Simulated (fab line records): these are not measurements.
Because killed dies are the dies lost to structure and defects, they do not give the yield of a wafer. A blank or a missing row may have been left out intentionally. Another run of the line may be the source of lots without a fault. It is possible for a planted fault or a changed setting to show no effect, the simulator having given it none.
Which tool did it? | flow nand_harc | 42 wafers from 14 lots sampled at 4 of the route's 1302 steps

WHAT EACH GAUGE READ, for each wafer
No reading from a measuring or inspecting step in the record can be judged against a usual standard deviation.

WHICH TOOL RAN EACH LOT (tool, then ch and the chambers of the sampled wafers, then the start)
lot  | NHARC_A_STAIRCASE_ETCH_444         | NHARC_A_STAIRCASE_DEP_471       | NHARC_A_SGD_CUT_DEP_00          | NHARC_A_SGD_CUT_ETCH_58
L659 | rie_diel-03 ch 0,2,3, day 19 13:07 | pecvd-03 ch 0,1,2, day 19 19:47 | pecvd-03 ch 1,2, day 19 20:34   | rie_diel-09 ch 1,2,3, day 19 21:26
L661 | rie_diel-03 ch 0,1,2, day 19 17:49 | pecvd-01 ch 0,1,2, day 19 23:20 | pecvd-03 ch 0,1,2, day 20 00:01 | rie_diel-12 ch 0,1, day 20 00:49
L660 | rie_diel-11 ch 2,3, day 19 18:01   | pecvd-01 ch 0,1, day 20 00:23   | pecvd-02 ch 1,2, day 20 01:01   | rie_diel-10 ch 0,3, day 20 02:00
L662 | rie_diel-02 ch 1,2,3, day 20 03:33 | pecvd-04 ch 0,1,2, day 20 09:26 | pecvd-03 ch 0,1,2, day 20 10:07 | rie_diel-10 ch 0,1,2, day 20 11:07
L664 | rie_diel-03 ch 0,1,2, day 21 04:22 | pecvd-04 ch 1,2, day 21 09:54   | pecvd-01 ch 0,1,2, day 21 10:37 | rie_diel-10 ch 1,2, day 21 11:34
L665 | rie_diel-03 ch 0,1, day 22 03:19   | pecvd-03 ch 0,2, day 22 09:54   | pecvd-01 ch 1,2, day 22 10:35   | rie_diel-12 ch 0,2, day 22 11:25
L669 | rie_diel-02 ch 0,3, day 23 00:47   | pecvd-03 ch 0,2, day 23 06:46   | pecvd-03 ch 0,2, day 23 07:31   | rie_diel-09 ch 1,2,3, day 23 08:28
L667 | rie_diel-03 ch 0,1,2, day 23 01:15 | pecvd-01 ch 0,1,2, day 23 06:46 | pecvd-01 ch 0,1, day 23 07:36   | rie_diel-12 ch 0,2,3, day 23 08:37
L671 | rie_diel-11 ch 2,3, day 23 11:23   | pecvd-03 ch 0,1,2, day 23 18:04 | pecvd-03 ch 0,1, day 23 18:44   | rie_diel-10 ch 0,1,3, day 23 19:44
L672 | rie_diel-03 ch 0,1, day 23 22:44   | pecvd-01 ch 0,1, day 24 05:05   | pecvd-02 ch 0,1,2, day 24 05:47 | rie_diel-09 ch 0,1,3, day 24 06:47
L673 | rie_diel-02 ch 2,3, day 25 08:07   | pecvd-04 ch 0,1,2, day 25 14:40 | pecvd-01 ch 0,1,2, day 25 15:21 | rie_diel-09 ch 2,3, day 25 16:15
L681 | rie_diel-03 ch 1,2, day 28 02:03   | pecvd-01 ch 1,2, day 28 08:37   | pecvd-03 ch 0,2, day 28 09:20   | rie_diel-09 ch 1,2, day 28 10:20
L680 | rie_diel-11 ch 1,2,3, day 28 02:26 | pecvd-04 ch 0,1,2, day 28 08:30 | pecvd-02 ch 0,1, day 28 09:10   | rie_diel-12 ch 0,1, day 28 10:09
L682 | rie_diel-03 ch 0,2,3, day 28 23:16 | pecvd-03 ch 0,1,2, day 29 05:08 | pecvd-02 ch 0,1, day 29 05:51   | rie_diel-12 ch 0,1,3, day 29 06:49
- NHARC_A_STAIRCASE_ETCH_444: etches the open film in C4F8/O2, target depth 20400 nm, time 6800 s.
- NHARC_A_STAIRCASE_DEP_471: deposits SiO2, target thk 100 nm.
- NHARC_A_SGD_CUT_DEP_00: deposits SiNx, target thk 50 nm.
- NHARC_A_SGD_CUT_ETCH_58: etches the open film in CF4, target depth 39 nm, time 65 s.

WHAT THE TOOLS THEMSELVES READ (means of the sampled wafers that have a number; where no wafer has one, the mark that the record gives instead)
NHARC_A_STAIRCASE_ETCH_444.
lot  | tool        | oes_product_au (a.u.) | rf_vpp_V (V)
L659 | rie_diel-03 | 0.911                 | 806
L661 | rie_diel-03 | 0.917                 | 805
L660 | rie_diel-11 | 0.969                 | 802
L662 | rie_diel-02 | 0.927                 | 809
L664 | rie_diel-03 | 0.933                 | 809
L665 | rie_diel-03 | 0.961                 | 812
L669 | rie_diel-02 | 0.926                 | 806
L667 | rie_diel-03 | 0.969                 | 809
L671 | rie_diel-11 | 0.932                 | 802
L672 | rie_diel-03 | 0.904                 | 811
L673 | rie_diel-02 | 0.933                 | 805
L681 | rie_diel-03 | 0.958                 | 809
L680 | rie_diel-11 | 0.935                 | 805
L682 | rie_diel-03 | 0.915                 | 805

NHARC_A_STAIRCASE_DEP_471.
lot  | tool     | chamber_pressure_Torr (Torr) | heater_power_outer_w (W) | heater_power_w (W) | throttle_valve_pct (%)
L659 | pecvd-03 | 6.503                        | 351                      | 625                | 15.6
L661 | pecvd-01 | 6.493                        | 299                      | 566                | 15.5
L660 | pecvd-01 | 6.479                        | 287                      | 555                | 15.2
L662 | pecvd-04 | 6.484                        | 345                      | 589                | 15.5
L664 | pecvd-04 | 6.500                        | 282                      | 513                | 15.1
L665 | pecvd-03 | 6.503                        | 336                      | 612                | 15.6
L669 | pecvd-03 | 6.506                        | 314                      | 600                | 15.7
L667 | pecvd-01 | 6.508                        | 255                      | 518                | 15.7
L671 | pecvd-03 | 6.499                        | 330                      | 610                | 16.1
L672 | pecvd-01 | 6.501                        | 368                      | 678                | 16.1
L673 | pecvd-04 | 6.502                        | 357                      | 615                | 15.6
L681 | pecvd-01 | 6.493                        | 273                      | 554                | 16.3
L680 | pecvd-04 | 6.504                        | 369                      | 625                | 16.1
L682 | pecvd-03 | 6.498                        | 351                      | 619                | 15.9

NHARC_A_SGD_CUT_DEP_00.
lot  | tool     | heater_power_outer_w (W) | heater_power_w (W)
L659 | pecvd-03 | 452                      | 751
L661 | pecvd-03 | 455                      | 765
L660 | pecvd-02 | 373                      | 647
L662 | pecvd-03 | 428                      | 731
L664 | pecvd-01 | 400                      | 716
L665 | pecvd-01 | 511                      | 867
L669 | pecvd-03 | 428                      | 743
L667 | pecvd-01 | 460                      | 814
L671 | pecvd-03 | 510                      | 873
L672 | pecvd-02 | -                        | -
L673 | pecvd-01 | -                        | -
L681 | pecvd-03 | 414                      | 697
L680 | pecvd-02 | 414                      | 705
L682 | pecvd-02 | 395                      | 703

NHARC_A_SGD_CUT_ETCH_58.
lot  | tool        | drypump_motor_current_A (A) | mfc_ar_sccm (sccm) | oes_product_au (a.u.) | rf_vpp_V (V) | showerhead_plenum_p_Torr (Torr) | throttle_valve_pct (%)
L659 | rie_diel-09 | 5.5                         | 0.011              | 0.997                 | 152.1        | 1.82                            | 13.283
L661 | rie_diel-12 | 5.8                         | 0.009              | 1.013                 | 151.3        | 1.77                            | 13.285
L660 | rie_diel-10 | 6.0                         | 0.005              | 0.991                 | 150.7        | 1.72                            | 13.291
L662 | rie_diel-10 | 5.5                         | 0.022              | 0.998                 | 151.0        | 1.77                            | 13.286
L664 | rie_diel-10 | 5.2                         | 0.032              | 0.991                 | 152.7        | 1.81                            | 13.273
L665 | rie_diel-12 | 5.4                         | 0.029              | 0.987                 | 151.4        | 1.78                            | 13.284
L669 | rie_diel-09 | 5.5                         | 0.011              | 0.988                 | 151.7        | 1.82                            | 13.290
L667 | rie_diel-12 | 5.9                         | 0.020              | 0.993                 | 151.0        | 1.77                            | 13.279
L671 | rie_diel-10 | 5.7                         | 0.010              | 0.992                 | 151.2        | 1.72                            | 13.273
L672 | rie_diel-09 | 5.6                         | 0.000              | 0.997                 | 151.8        | 1.79                            | 13.284
L673 | rie_diel-09 | 5.2                         | 0.021              | 0.994                 | 152.0        | 1.81                            | 13.274
L681 | rie_diel-09 | 6.0                         | 0.011              | 0.994                 | 152.8        | 1.86                            | 13.287
L680 | rie_diel-12 | 5.8                         | 0.009              | 1.015                 | 150.2        | 1.77                            | 13.282
L682 | rie_diel-12 | 5.9                         | 0.009              | 1.015                 | 150.3        | 1.78                            | 13.277

THE ANSWER, worked out from the rows above alone
Rule: the lots themselves supply what counts as usual. Put in order of their means at a reading, lots are off if they are a third of the lots or fewer, leave a main group of 4 or more, and stand apart from it by a gap of 3 or more times the standard deviation of the main group's means; of several such gaps the widest counts. If all means in a main group match to the digits the tables above print for the reading, that group is not used. A lot without any number at a reading at which 4 lots or more have one is off too. All remaining lots with rows at the step are treated as sound. After the gauges, taken in route order, come the tools' own readings; for these a lot's mean is taken, as printed above. The first step at which some lot is off is used, and at that step the reading that is off furthest; a lot without a number counts as furthest.
Off: L672, L673 (NHARC_A_SGD_CUT_DEP_00, heater_power_outer_w). Without a number there: L672, L673. For the main group the mean is 437 W and the standard deviation 41.
If a tool, at that step or one of the process steps before it, ran each lot that is off and ran no sound lot following the first of them, it fits. None of those tried fits.

WHAT THE SIMULATOR HAD INSERTED
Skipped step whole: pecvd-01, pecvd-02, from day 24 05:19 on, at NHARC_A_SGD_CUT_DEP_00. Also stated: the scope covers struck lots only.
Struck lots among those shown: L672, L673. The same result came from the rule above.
